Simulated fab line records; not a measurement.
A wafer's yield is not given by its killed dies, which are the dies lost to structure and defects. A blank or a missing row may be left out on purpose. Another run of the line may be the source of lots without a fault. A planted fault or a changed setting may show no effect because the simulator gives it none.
fab line records | flow nand-harc
record: lots: 6 wafers: 18 last-day: 24
route steps=1159 shown A_BLC@977 END@1159
lots that met no fault: taken from a fault-free run of the same line
start-h: hours from the record's opening day to when the first of the lot's shown wafers began | wait-h: time in hours since the lot's previous step | " same as the row above | L1.1+2: several wafers, shown together as one row | - value missing, or start not given | * or withheld: withheld | < > ~ a bound
route shown NAME@n: a module of which the file shows steps, and the number in the route of the first | usual: mean and standard deviation over wafers with no fault | same: alike in all rows | chamber/n: place in a boat | sites: per-site readings | _std_site: their standard deviation | _edge_site: the outer-site mean with the inner-site mean subtracted | radius-mm: how far each site lies from the wafer's centre | mask NAME#n: copy n | behind: the tool/chamber that last shaped the wafer | hold: cause of the lot's hold/its duration in hours/its outcome | device: whichever transistor did not switch (one of n, p or np) | end of line: the tests these same wafers got at the end of their route | a step without rows: its recipe alone | killed: count of dies lost to structure and defects at first sort (not the wafer's yield) | map: a wafer's dies, x killed, . not, _ none there
set.NAME: setting as actually run; set.NAME@STEP: the setting as run at that earlier step | model.NAME: the simulator's own value behind a step, which no gauge read
certain route steps with their lots: each step a table, each wafer a row
services: the hour from which a tool's chamber was out of use, counted from the record's first day as start-h (under 0 if before that day), plus the number of hours and why
== steps ==
step: NHARC_A_BLC_DESCUM_15
recipe: time-s: 3 o2-flow-sccm: 200 ar-flow-sccm: 0 bias-power-w: 0 chemistry: O2
usual: drypump-motor-current-A: 5.84/0.24 oes-product-au: 0.995/0.013 rf-vpp-V: 57.6/0.96 showerhead-plenum-p-Torr: 1.87/0.078 throttle-valve-pct: 11.311/0.0097
columns lot.wafer tool chamber start-h wait-h drypump-motor-current-A oes-product-au rf-hours-counter-h rf-vpp-V showerhead-plenum-p-Torr throttle-valve-pct
L809.4 rie-diel-07 3 399.92 0.1 5.49 0.995 14 58.4 1.90 11.303
L809.1 " 0 " " 5.83 0.983 17 57.7 1.77 11.306
L809.3 " 2 " " 6.07 0.991 18 57.0 1.80 11.298
L816.2 rie-diel-07 2 480.95 0.1 6.10 0.997 7 56.6 1.80 11.312
L816.3 " 0 " " 5.86 0.974 7 57.4 1.77 11.310
L816.5 " 0 " " 5.86 0.974 - 58.3 1.77 11.318
L822.4 rie-diel-07 2 496.81 0.1 6.08 1.014 8 57.6 1.80 11.309
L822.6 " 3 " " 5.50 1.006 - 56.9 1.90 11.297
L822.5 " 0 " " 5.84 0.977 - 56.7 1.77 11.331
L823.3 rie-diel-07 3 498.09 0.1 5.52 1.010 7 56.3 1.90 11.292
L823.4 " 0 " " 5.86 0.971 8 57.4 1.77 11.314
L823.5 " 2 " " 6.08 1.006 - 56.8 1.80 11.298
L820.4 rie-diel-07 3 503.66 0.1 5.49 1.001 8 58.4 1.90 11.311
L820.2 " 0 " " 5.85 0.978 9 58.5 1.77 11.305
L820.5 " 3 " " 5.51 1.000 - 58.0 1.90 11.304
L825.3 rie-diel-07 2 512.88 0.1 6.06 0.993 11 58.6 1.80 11.315
L825.1 " 3 " " 5.49 0.998 9 58.3 1.90 11.327
L825.6 " 3 " " 5.49 0.986 - 58.4 1.90 11.321
step: NHARC_A_BLC_ETCH_16
recipe: target-depth-a: 390 over-etch-frac: 0.3 time-s: 65 ion-energy-ev: 80 cf4-flow-sccm: 150 ar-flow-sccm: 0 rf-w: 300 bias-w: 100 chemistry: CF4
step: NHARC_A_BLC_ETCH_17
recipe: target-depth-a: 3900 over-etch-frac: 0.25 time-s: 609.38 ion-energy-ev: 200 n2-flow-sccm: 150 h2-flow-sccm: 150 ar-flow-sccm: 0 rf-w: 400 bias-w: 150 chemistry: N2/H2
step: NHARC_A_BLC_ETCH_18
recipe: target-depth-a: 9100 c4f8-flow-sccm: 20 o2-flow-sccm: 10 ar-flow-sccm: withheld rf-w: 600 bias-w: 1500 chemistry: C4F8/O2/Ar
usual: oes-product-au: 0.946/0.023 rf-vpp-V: 975/5.6
columns lot.wafer tool chamber start-h wait-h oes-product-au rf-hours-counter-h rf-vpp-V
L809.4 rie-diel-07 3 - - 0.968 15 978
L809.1 " 0 " " 0.939 17 969
L809.3 " 2 " " 0.963 19 970
L816.2 rie-diel-07 0 - - 0.943 7 970
L816.3 " 1 " " 0.977 8 984
L816.5 " 1 " " 0.966 - 984
L822.4 rie-diel-07 1 - - 0.999 9 983
L822.6 " 0 " " 0.947 - 967
L822.5 " 1 " " 0.994 - 985
L823.4 rie-diel-07 1 - - 0.985 10 985
L823.3 " 3 " " 0.954 7 977
L823.5 " 2 " " 0.962 - 971
L820.2 rie-diel-07 0 - - 0.943 9 969
L820.4 " 2 " " 0.974 10 969
L820.5 " 3 " " 0.958 - 977
L825.3 rie-diel-07 0 - - 0.905 10 967
L825.1 " 3 " " 0.928 9 977
L825.6 " 0 " " 0.913 - 968
step: NHARC_A_BLC_CD_MEAS_19
usual: cd-nm: 99.9/2.9
columns lot.wafer tool chamber start-h wait-h cd-nm
L809.1 cd-sem-02 - 400.93 - 104.8
L809.3 " - " " 99.2
L809.4 " - " " 97.5
L816.2 cd-sem-03 - 482.10 - 105.1
L816.3 " - " " 104.7
L816.5 " - " " 101.9
L822.4 cd-sem-03 - 497.75 - 102.8
L822.5 " - " " 101.9
L822.6 " - " " 105.8
L823.3 cd-sem-01 - 499.05 - 100.3
L823.4 " - " " 100.8
L823.5 " - " " 97.8
L820.2 cd-sem-03 - 504.65 - 103.6
L820.4 " - " " 100.9
L820.5 " - " " 100.9
L825.1 cd-sem-01 - 513.84 - 96.4
L825.3 " - " " 102.1
L825.6 " - " " 106.7
step: NHARC_A_BLC_STRIP_29
recipe: cf4-flow-sccm: 150 ar-flow-sccm: 0 bias-w: 0 chemistry: CF4
usual: drypump-motor-current-A: 5.86/0.29 oes-product-au: 0.995/0.013 rf-vpp-V: 59.3/0.99 showerhead-plenum-p-Torr: 1.73/0.068 throttle-valve-pct: 13.284/0.0091
columns lot.wafer tool chamber start-h wait-h drypump-motor-current-A oes-product-au rf-hours-counter-h rf-vpp-V showerhead-plenum-p-Torr throttle-valve-pct
L809.3 rie-diel-07 1 401.00 0.1 5.91 0.985 17 59.0 1.86 13.289
L809.4 " 2 " " 6.09 0.998 19 60.4 1.68 13.293
L809.1 " 3 " " 5.50 0.994 15 60.3 1.76 13.290
L816.3 rie-diel-01 1 482.19 0.1 5.72 1.003 59 60.8 1.80 13.297
L816.2 " 2 " " 5.90 1.008 60 60.1 1.73 13.301
L816.5 " 1 " " 5.72 1.008 - 58.3 1.80 13.265
L822.4 rie-diel-03 2 497.83 0.1 5.88 1.000 9 60.6 1.79 13.288
L822.6 " 1 " " 5.97 0.995 - 58.2 1.71 13.291
L822.5 " 2 " " 5.86 1.003 - 59.7 1.79 13.287
L823.3 rie-diel-07 0 499.12 0.1 5.86 0.972 9 59.5 1.64 13.279
L823.4 " 3 " " 5.51 0.999 7 58.6 1.76 13.284
L823.5 " 0 " " 5.88 0.974 - 59.7 1.64 13.268
L820.2 rie-diel-07 0 504.74 0.1 5.83 0.980 9 60.0 1.64 13.275
L820.4 " 1 " " 5.89 0.998 11 61.4 1.85 13.280
L820.5 " 2 " " 6.04 1.001 - 57.3 1.67 13.288
L825.3 rie-diel-07 2 513.94 0.1 6.07 0.992 11 59.5 1.67 13.278
L825.1 " 3 " " 5.50 0.982 9 59.4 1.76 13.279
L825.6 " 0 " " 5.86 0.967 - 58.6 1.64 13.287
step: NHARC_A_BLC_STRIP_21
recipe: o2-flow-sccm: 500 ar-flow-sccm: 0 bias-w: 0 chemistry: O2
usual: drypump-motor-current-A: 5.85/0.27 oes-product-au: 0.993/0.013 rf-vpp-V: 57.7/0.82 showerhead-plenum-p-Torr: 3.46/0.13 throttle-valve-pct: 17.036/0.0091
columns lot.wafer tool chamber start-h wait-h drypump-motor-current-A oes-product-au rf-hours-counter-h rf-vpp-V showerhead-plenum-p-Torr throttle-valve-pct
L809.1 rie-diel-07 3 401.21 0.2 5.49 0.980 15 56.2 3.51 17.019
L809.3 " 1 " " 5.89 0.969 17 57.2 3.70 17.046
L809.4 " 2 " " 6.05 0.991 19 57.2 3.34 17.034
L816.3 rie-diel-01 1 482.30 0.1 5.77 1.001 59 56.9 3.58 17.042
L816.2 " 2 " " 5.90 0.978 60 57.6 3.44 17.026
L816.5 " 2 " " 5.90 0.994 - 56.8 3.44 17.022
L822.4 rie-diel-03 2 497.93 0.1 5.89 0.997 9 58.3 3.57 17.037
L822.5 " 1 " " 6.02 0.991 - 58.0 3.41 17.049
L822.6 " 2 " " 5.88 0.992 - 57.2 3.57 17.029
L823.4 rie-diel-07 0 499.37 0.2 5.87 0.982 9 57.9 3.28 17.050
L823.3 " 1 " " 5.87 1.019 10 58.6 3.70 17.033
L823.5 " 0 " " 5.87 0.961 - 56.5 3.28 17.017
L820.2 rie-diel-07 2 504.84 0.1 6.09 1.010 10 57.5 3.34 17.043
L820.4 " 3 " " 5.50 1.004 8 58.8 3.50 17.043
L820.5 " 1 " " 5.89 1.015 - 57.7 3.70 17.013
L825.3 rie-diel-07 1 514.04 0.1 5.88 0.997 12 57.9 3.70 17.044
L825.1 " 2 " " 6.09 0.997 11 58.0 3.34 17.027
L825.6 " 3 " " 5.52 0.990 - 57.8 3.50 17.047
step: NHARC_A_BLC_STRIP_22
recipe: time-s: 600 temp-c: 30 chemistry: post-etch-residue-remover
step: NHARC_A_BLC_DEGAS_30
recipe: temp-c: 300 time-s: 60
step: NHARC_A_BLC_PRE_CLEAN_31
recipe: time-s: 15 bias-v: 250 gas: Ar
step: NHARC_A_BLC_PVD_32
recipe: target-thk-a: 50 chamber-pressure-pa: 5 power-w: 5000 substrate-temp-c: 200 time-s: 17.7 material: Ti
usual: throttle-valve-pct: 29.9/1.1
columns lot.wafer tool chamber start-h wait-h throttle-valve-pct
L809.4 pvd-sputter-03 - - - 31.5
L809.1 " - " " 30.2
L809.3 " - " " 28.8
L816.2 pvd-sputter-01 - - - 30.2
L816.3 " - " " 32.5
L816.5 " - " " 29.8
L822.4 pvd-sputter-03 - - - 29.0
L822.6 " - " " 31.3
L822.5 " - " " 31.3
L823.4 pvd-sputter-02 - - - 30.4
L823.3 " - " " 29.8
L823.5 " - " " 30.2
L820.4 pvd-sputter-02 - - - 29.4
L820.2 " - " " 28.8
L820.5 " - " " 29.6
L825.3 pvd-sputter-03 - - - 28.8
L825.1 " - " " 28.6
L825.6 " - " " 29.0
step: NHARC_A_BLC_ALD_23
recipe: target-thk-a: 30 pulse-time-s: 1 ald-cycles: 150 temp-c: 450 material: TiN
step: NHARC_A_BLC_CVD_24
recipe: target-thk-a: 1500 temp-c: 300 pressure-torr: 40 wf6-flow-sccm: 40 h2-flow-sccm: 1600 ar-flow-sccm: 1560 time-s: 434 material: W
usual: chamber-pressure-Torr: 40.00/0.082 heater-power-outer-w: 287/45 heater-power-w: 500/78 throttle-valve-pct: 7.8/0.49
columns lot.wafer tool chamber start-h wait-h chamber-pressure-Torr heater-power-outer-w heater-power-w throttle-valve-pct
L809.1 cvd-w-02 0 403.91 - 40.00 210 376 7.8
L809.4 " 0 " " 39.96 217 374 7.6
L809.3 " 1 " " 40.03 325 564 7.3
L816.2 cvd-w-01 0 494.36 - - - - -
L816.3 " 0 " " - - - -
L816.5 " 0 " " - - - -
L822.4 cvd-w-01 0 508.71 - 40.23 324 510 7.3
L822.6 " 1 " " 39.99 299 528 8.6
L822.5 " 0 " " 39.96 309 510 7.6
L823.3 cvd-w-02 0 508.94 - 40.03 211 381 7.7
L823.4 " 1 " " 39.91 320 574 7.3
L823.5 " 1 " " 39.85 339 577 7.3
L820.2 cvd-w-02 0 509.23 - - - - -
L820.4 " 0 " " - - - -
L820.5 " 0 " " - - - -
L825.1 cvd-w-02 1 514.96 - 40.13 330 577 7.3
L825.3 " 1 " " 40.14 328 572 7.3
L825.6 " 0 " " 40.04 212 371 7.7
step: NHARC_A_BLC_CMP_25
recipe: t-overpolish-s: 30 target-thk-nm: 150
usual: motor-current-A: 11.7/0.84 overpolish-run-s: 30.000/0.009 time-to-endpoint-s: 30/3.3
columns lot.wafer tool chamber start-h wait-h motor-current-A overpolish-run-s time-to-endpoint-s
L809.3 cmp-03 1 404.46 0.3 11.3 30.003 29
L809.4 " 3 " " 11.9 29.999 31
L809.1 " 0 " " 11.5 29.990 29
L816.3 cmp-03 1 494.91 0.3 10.6 29.998 3
L816.2 " 0 " " 11.7 29.993 4
L816.5 " 1 " " 12.1 29.974 1
L822.4 cmp-01 3 509.06 0.3 11.1 30.004 25
L822.5 " 2 " " 11.9 29.995 27
L822.6 " 3 " " 11.1 29.992 26
L823.4 cmp-02 1 509.34 0.3 11.1 30.001 32
L823.3 " 3 " " 14.3 29.994 31
L823.5 " 1 " " 11.6 30.005 35
L820.2 cmp-01 0 509.78 0.5 11.1 30.007 3
L820.4 " 1 " " 12.1 30.012 2
L820.5 " 1 " " 12.2 30.012 3
L825.1 cmp-03 1 515.49 0.5 11.6 30.005 28
L825.3 " 3 " " 12.2 30.003 29
L825.6 " 1 " " 11.4 29.998 26
step: NHARC_END_SORT_01
recipe: temp-c: 25
usual: defect-limited-yield: 95.5/1.4 killed-at-array: 26/9.1 killed-at-other: 0.7/0.9 killed-at-periphery: 3.6/2.8 killed-dies: 30/9.2 killed-open: 3.0/1.9 killed-short: 2.0/1.4 sort_bin_2_pct: 1.4/0.6 sort_bin_3_pct: 0.23/0.17 sort_bin_4_pct: 2.8/0.92 sort-n-pass: 647/9.2 sort-rim-yield-pct: 95.9/2.1 sort-yield-pct: 95.5/1.4
same: gross-dies: 677 sort_bin_5_pct[%]: 0 sort_bin_6_pct[%]: 0 sort_bin_7_pct[%]: 0 sort_bin_8_pct[%]: 0 sort-rim-n-gross: 106.00
columns lot.wafer tool chamber start-h wait-h defect-limited-yield[%] killed-at-array killed-at-other killed-at-periphery killed-dies killed-open killed-short sort_bin_2_pct[%] sort_bin_3_pct[%] sort_bin_4_pct[%] sort-n-pass sort-rim-yield-pct[%] sort-yield-pct[%]
L825.1 prober-02 0 569.45 2.5 93.9 39 0 2 41 1 0 1.6 0.30 4.1 636 95.3 93.9
L825.3 prober-02 0 571.05 3.1 94.5 35 0 2 37 2 3 2.5 0 3.0 640 99.1 94.5
L825.6 prober-02 0 573.45 4.0 95.0 31 0 3 34 2 3 1.6 0.15 3.2 643 99.1 95.0
killed by level:class
L825.1 A_CHANNEL_HOLE_D1:chamber-film-flake=23 A_CONTACT:chamber-film-flake=8 A_WL_FILL:chamber-film-flake=5 A_SLIT:chamber-film-flake=2 A_M1:geometric-particle:open=1 P_STI:chamber-film-flake=1 P_BONDPAD:chamber-film-flake=1
L825.3 A_CHANNEL_HOLE_D1:chamber-film-flake=21 A_SLIT:chamber-film-flake=5 A_CONTACT:chamber-film-flake=3 A_WL_FILL:chamber-film-flake=2 P_M0:geometric-particle:short=1 A_ONON_D1:geometric-particle:short=1 A_CHANNEL_HOLE_D1:geometric-particle:open=1 A_BLC:geometric-particle:short=1
L825.6 A_CHANNEL_HOLE_D1:chamber-film-flake=18 A_WL_FILL:chamber-film-flake=4 A_CONTACT:chamber-film-flake=4 P_M0:geometric-particle:open=1 P_M0:geometric-particle:short=1 P_BONDPAD:geometric-particle:open=1 A_CHANNEL_FILL_D1:geometric-particle:short=1 A_WL_FILL:geometric-particle:short=1
== services ==
columns tool chamber start-h hours kind
cvd-w-02 - 376.66 13.0 pm
rie-diel-07 0 384.27 - clean
rie-diel-07 1 384.27 - clean
rie-diel-07 2 384.27 - clean
rie-diel-07 3 384.27 - clean
rie-diel-03 - 392.37 9.0 pm
pvd-sputter-02 - 401.47 10.0 pm
rie-diel-07 - 405.20 9.0 pm
rie-diel-07 0 405.20 9.0 vent-cycle
rie-diel-07 1 405.20 9.0 vent-cycle
rie-diel-07 2 405.20 9.0 vent-cycle
cmp-02 - 406.88 3.1 repair
cmp-01 - 418.53 2.0 repair
cmp-02 - 422.62 4.0 pm
pvd-sputter-01 - 448.68 4.1 repair
pvd-sputter-03 - 456.15 2.1 repair
cmp-03 - 456.86 4.0 pm
cmp-01 - 473.50 4.0 pm
cvd-w-01 - 476.31 13.0 pm
cmp-02 - 477.28 0.7 repair
rie-diel-07 3 480.85 7.0 repair
rie-diel-01 2 489.91 1.6 repair
rie-diel-01 - 491.97 9.0 pm
pvd-sputter-01 - 514.05 10.0 pm
== key ==
first-sign: step: NHARC_A_BLC_CVD_24 reading: tool-record direction: missing
effect: step: NHARC_A_BLC_CMP_25 reading: time-to-endpoint-s direction: down sigmas: 8.2 usual: * struck: *
met-at NHARC_A_BLC_CVD_24
struck-wafers L816.2,L816.3,L816.5,L820.2,L820.4,L820.5
scrapped-behind NHARC_A_BLC_THK_MEAS_26 L816.2,L816.3,L816.5,L820.2,L820.4,L820.5
onset-between 403.91 494.36
fault: kind: skipped-step-whole tool: cvd-w-01,cvd-w-02 chamber: - onset-h: 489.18 steps: NHARC_A_BLC_CVD_24 scope: struck-lots-only
